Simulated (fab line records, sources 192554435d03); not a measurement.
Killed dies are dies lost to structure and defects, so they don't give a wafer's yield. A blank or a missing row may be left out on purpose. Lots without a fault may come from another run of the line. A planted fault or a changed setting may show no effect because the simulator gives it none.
Split-lot experiment | flow n5_finfet | 7 lots, 21 wafers read, on a route of 1938 steps

THE SPLIT
At N5_BEOL_M7_EXPOSE_08 (exposes mask M7), the setting dose_mj was moved away from the recipe's 68.25 on 4 of the 21 wafers read, by -2.7% to +6.6%. The other wafers ran this setting at the recipe's value.

FROM THE SPLIT TO THE READING: what the file shows between them, 2 steps
- N5_BEOL_M7_PEB_09: peb time 60 s
- N5_BEOL_M7_DEVELOP_10: develop time 30 s

THE READING
cd_nm, in nm, at N5_BEOL_M7_CD_MEAS_11 (target cd 38.5 nm). Fault-free wafers of this fab line usually give 38.7 nm, standard deviation 0.64 nm.

wafer  | tool, chamber at the split | dose_mj as run | against the recipe | cd_nm, nm | against lot-mates on the recipe
L075.1 | arfi_scanner-03, 0         | 68.25          | recipe             | 38.4      | -
L075.2 | arfi_scanner-03, 0         | 68.25          | recipe             | 38.0      | -
L075.4 | arfi_scanner-03, 0         | 68.25          | recipe             | 38.5      | -
L082.2 | arfi_scanner-03, 0         | 71.27          | +4.4%              | 41.5      | +2.2
L082.3 | arfi_scanner-03, 0         | 71.27          | +4.4%              | 41.8      | +2.5
L082.5 | arfi_scanner-03, 0         | 68.25          | recipe             | 39.3      | -
L085.4 | arfi_scanner-03, 0         | 68.25          | recipe             | 39.7      | -
L085.5 | arfi_scanner-03, 0         | 66.42          | -2.7%              | 37.9      | -1.7
L085.6 | arfi_scanner-03, 0         | 68.25          | recipe             | 39.5      | -
L086.2 | arfi_scanner-02, 0         | 72.74          | +6.6%              | 40.7      | +2.7
L086.3 | arfi_scanner-02, 0         | 68.25          | recipe             | 37.8      | -
L086.4 | arfi_scanner-02, 0         | 68.25          | recipe             | 38.2      | -
L087.1 | arfi_scanner-01, 0         | 68.25          | recipe             | 39.6      | -
L087.2 | arfi_scanner-01, 0         | 68.25          | recipe             | 38.9      | -
L087.6 | arfi_scanner-01, 0         | 68.25          | recipe             | 38.2      | -
L089.1 | arfi_scanner-01, 0         | 68.25          | recipe             | 38.5      | -
L089.2 | arfi_scanner-01, 0         | 68.25          | recipe             | 38.9      | -
L089.4 | arfi_scanner-01, 0         | 68.25          | recipe             | 37.7      | -
L091.1 | arfi_scanner-02, 0         | 68.25          | recipe             | 38.7      | -
L091.4 | arfi_scanner-02, 0         | 68.25          | recipe             | 38.4      | -
L091.6 | arfi_scanner-02, 0         | 68.25          | recipe             | 39.8      | -

THE FIT
A straight line over all 21 wafers: cd_nm changes by +0.452 nm for each +1% of dose_mj; r = +0.79; the points scatter about the line by 0.73 nm.
The same after taking each lot's own level away (the mean of its wafers on the recipe; 21 wafers): +0.484 nm for each +1%; r = +0.92; scatter 0.43 nm.
On that fit, the largest move of dose_mj shifts the reading by 3.2 nm.
The lots' own levels span 38.00 to 39.60 nm, that is 2.5 times the standard deviation above.
So the lot-to-lot level blurs the effect unless lot-mates are compared.
Check: with one of the wafers moved furthest among these (+6.6%) left out of the fit, the line predicts +3.6 nm for it against its lot-mates. It came out at +2.7 nm against them.

OTHER SPLITS ON THESE WAFERS
These wafers also went through other splits before the reading. Each is held against what the fit with the lots' levels taken away leaves over:
other split on the same wafers     | wafers away from the commonest value | r with cd_nm (lot level and that fit taken away)
N5_BEOL_M1_COAT_61 spin_rpm        | 7                                    | -0.26
N5_BEOL_M4_ALD_98 ald_cycles       | 10                                   | -0.38
N5_BEOL_M4_TRENCH_ETCH_37 source_w | 10                                   | -0.10
N5_BEOL_M5_ETCH_72 bias_w          | 6                                    | +0.06
N5_BEOL_M5_ETCH_62 source_w        | 8                                    | -0.06
N5_BEOL_M6_PECVD_70 time_s         | 6                                    | +0.16
N5_BEOL_M7_ILD_DEP_00 time_s       | 6                                    | -0.14

THE WHOLE CHAIN: every reading that the file lists as answering this split, in the file's order
step                  | what it does                                                         | reading                                                               | change (the file's fit)               | r (the file's)
N5_BEOL_M7_CD_MEAS_11 | target cd 38.5 nm                                                    | cd_nm                                                                 | +0.459 nm for each +1% of the setting | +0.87
N5_BEOL_M7_ETCH_62    | etches SOC in N2/H2, target depth 110 nm, overetch 22 nm, time 165 s | BEOL_M7.cd_offset_nm (the simulator's own value, which no gauge read) | +0.553 nm for each +1% of the setting | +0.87

THE FILE'S OWN FIT
cd_nm changes by +0.459 nm for each +1% of dose_mj, r = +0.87.
